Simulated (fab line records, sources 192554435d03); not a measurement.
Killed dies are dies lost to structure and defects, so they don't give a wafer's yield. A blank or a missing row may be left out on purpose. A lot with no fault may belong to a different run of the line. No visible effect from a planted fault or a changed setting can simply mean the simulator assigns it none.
Matching of chambers -- flow n5Finfet -- 4 sister chambers for N5_BEOL_M13_ETCH_68 on rieDiel-03
The step etches SOC in N2/H2, time 355 s. 14 wafers are shown with their chamber, then 7 later ones without.

## WAFERS PAIRED WITH THEIR CHAMBERS
wafer,chamber,drypumpMotorCurrentA (A),showerheadPlenumPTorr (Torr),throttleValvePct (%)
L077.1,3,6.2,2.44,17.56
L077.4,2,5.8,2.58,17.80
L077.6,3,6.2,2.44,17.56
L076.4,0,6.0,2.47,17.89
L076.5,3,6.2,2.44,17.54
L076.6,2,5.8,2.57,17.80
L078.4,0,6.0,2.47,17.88
L078.5,3,6.2,2.44,17.56
L078.6,2,5.9,2.57,17.83
L085.1,3,6.2,2.43,17.61
L085.2,1,5.2,2.60,17.30
L085.6,1,5.2,2.60,17.31
L090.3,0,6.0,2.46,17.95
L090.5,0,6.0,2.46,17.96

SIGNATURES (means of the wafers above)
reading,chamber 0,chamber 1,chamber 2,chamber 3,scatter within a chamber
drypumpMotorCurrentA,6.000,5.200,5.833,6.200,0.0258
showerheadPlenumPTorr,2.4650,2.6000,2.5733,2.4380,0.00497
throttleValvePct,17.9200,17.3050,17.8100,17.5660,0.0289
Rule: a wafer lies at a distance from a chamber equal to the root of the sum of squares, over the readings, of (its reading less the chamber's mean, divided by the reading's scatter). If the next closest chamber is less than 2 further off than the closest, the wafer can't be placed; otherwise it belongs to the closest. The scatter: the root of (the sum of the squares of (reading less its chamber's mean) over the shown wafers, divided by (wafers less chambers)).

## WAFERS WHOSE CHAMBER IS MISSING
wafer,drypumpMotorCurrentA (A),showerheadPlenumPTorr (Torr),throttleValvePct (%)
L090.6,6.1,2.43,17.60
L096.3,5.2,2.59,17.34
L096.4,6.2,2.42,17.66
L096.6,6.2,2.42,17.65
L082.1,5.2,2.59,17.34
L082.3,6.2,2.42,17.64
L082.6,5.8,2.55,17.88

## WHICH CHAMBER EACH ONE RAN IN
wafer,from the rows above,in truth
L090.6,3,3
L096.3,1,1
L096.4,3,3
L096.6,3,3
L082.1,1,1
L082.3,3,3
L082.6,2,2
Placed correctly: 7 of 7. Not placeable from these rows: 0. Number placed wrongly: 0.
